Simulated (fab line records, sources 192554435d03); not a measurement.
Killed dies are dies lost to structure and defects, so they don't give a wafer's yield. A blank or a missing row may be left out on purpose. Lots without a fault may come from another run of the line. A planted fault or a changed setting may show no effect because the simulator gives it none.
Chamber matching | flow n5_finfet | N5_BEOL_M2_ETCHBACK_99 on rie_diel-02: 4 sister chambers
The step etches SiO2 in CHF3, target depth 5 nm, time 10.4 s. 30 wafers are shown with their chamber, then 12 later ones without.

WAFERS WITH THEIR CHAMBER
wafer  | chamber | drypump_motor_current_A (A) | showerhead_plenum_p_Torr (Torr) | throttle_valve_pct (%)
L076.1 | 0       | 6.1                         | 2.06                            | 17.00
L076.2 | 3       | 6.6                         | 2.15                            | 16.95
L076.3 | 2       | 5.6                         | 2.12                            | 17.24
L076.4 | 2       | 5.6                         | 2.12                            | 17.24
L076.5 | 3       | 6.5                         | 2.15                            | 16.95
L076.6 | 0       | 6.1                         | 2.06                            | 17.00
L075.2 | 0       | 6.1                         | 2.06                            | 16.99
L075.5 | 3       | 6.5                         | 2.15                            | 16.95
L075.6 | 2       | 5.6                         | 2.12                            | 17.26
L079.1 | 2       | 5.6                         | 2.12                            | 17.25
L079.4 | 0       | 6.1                         | 2.06                            | 17.02
L079.6 | 3       | 6.5                         | 2.15                            | 16.98
L080.1 | 1       | 5.9                         | 2.19                            | 16.56
L080.2 | 0       | 6.1                         | 2.06                            | 17.02
L080.3 | 2       | 5.6                         | 2.11                            | 17.29
L080.4 | 0       | 6.1                         | 2.06                            | 17.01
L080.5 | 2       | 5.6                         | 2.12                            | 17.27
L080.6 | 1       | 5.9                         | 2.19                            | 16.57
L081.2 | 0       | 6.1                         | 2.06                            | 17.02
L081.4 | 0       | 6.1                         | 2.06                            | 17.03
L081.6 | 1       | 5.9                         | 2.19                            | 16.54
L084.1 | 2       | 5.6                         | 2.11                            | 17.28
L084.2 | 0       | 6.1                         | 2.06                            | 17.03
L084.5 | 0       | 6.2                         | 2.06                            | 17.06
L085.4 | 3       | 6.6                         | 2.15                            | 17.00
L085.5 | 0       | 6.1                         | 2.05                            | 17.05
L085.6 | 1       | 5.9                         | 2.18                            | 16.58
L088.1 | 1       | 5.9                         | 2.18                            | 16.60
L088.2 | 3       | 6.5                         | 2.15                            | 17.00
L088.3 | 0       | 6.2                         | 2.05                            | 17.06

SIGNATURES (means of the wafers above)
reading                  | chamber 0 | chamber 1 | chamber 2 | chamber 3 | scatter within a chamber
drypump_motor_current_A  | 6.117     | 5.900     | 5.600     | 6.533     | 0.034
showerhead_plenum_p_Torr | 2.0583    | 2.1860    | 2.1171    | 2.1500    | 0.00406
throttle_valve_pct       | 17.0242   | 16.5700   | 17.2614   | 16.9717   | 0.0226
Rule: a wafer's distance from a chamber is the root of the sum, over the readings, of the square of ((its reading less the chamber's mean) divided by the reading's scatter). The wafer belongs to the nearest chamber; if the next one is less than 2 further off, it can't be placed. The scatter: the root of (the sum of the squares of (reading less its chamber's mean) over the shown wafers, divided by (wafers less chambers)).

WAFERS WITHOUT THEIR CHAMBER
wafer  | drypump_motor_current_A (A) | showerhead_plenum_p_Torr (Torr) | throttle_valve_pct (%)
L091.3 | 5.6                         | 2.11                            | 16.81
L091.4 | 5.9                         | 2.18                            | 16.60
L091.6 | 5.6                         | 2.11                            | 16.81
L093.1 | 6.0                         | 2.17                            | 16.63
L093.4 | 6.5                         | 2.14                            | 17.01
L093.6 | 5.6                         | 2.11                            | 16.82
L095.1 | 6.1                         | 2.05                            | 17.09
L095.2 | 6.6                         | 2.14                            | 17.03
L095.3 | 5.6                         | 2.11                            | 16.83
L095.4 | 5.9                         | 2.17                            | 16.62
L095.5 | 5.9                         | 2.17                            | 16.62
L095.6 | 6.1                         | 2.05                            | 17.09

WHICH CHAMBER EACH WENT THROUGH
wafer  | from the rows above     | in truth
L091.3 | can't be placed: 2 or 0 | 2
L091.4 | 1                       | 1
L091.6 | can't be placed: 2 or 0 | 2
L093.1 | 1                       | 1
L093.4 | 3                       | 3
L093.6 | 2                       | 2
L095.1 | 0                       | 0
L095.2 | 3                       | 3
L095.3 | 2                       | 2
L095.4 | 1                       | 1
L095.5 | 1                       | 1
L095.6 | 0                       | 0
Placed correctly: 10 of 12. Can't be placed from these rows: 2 (the true chamber is among the candidates in 2). Placed wrongly: 0.
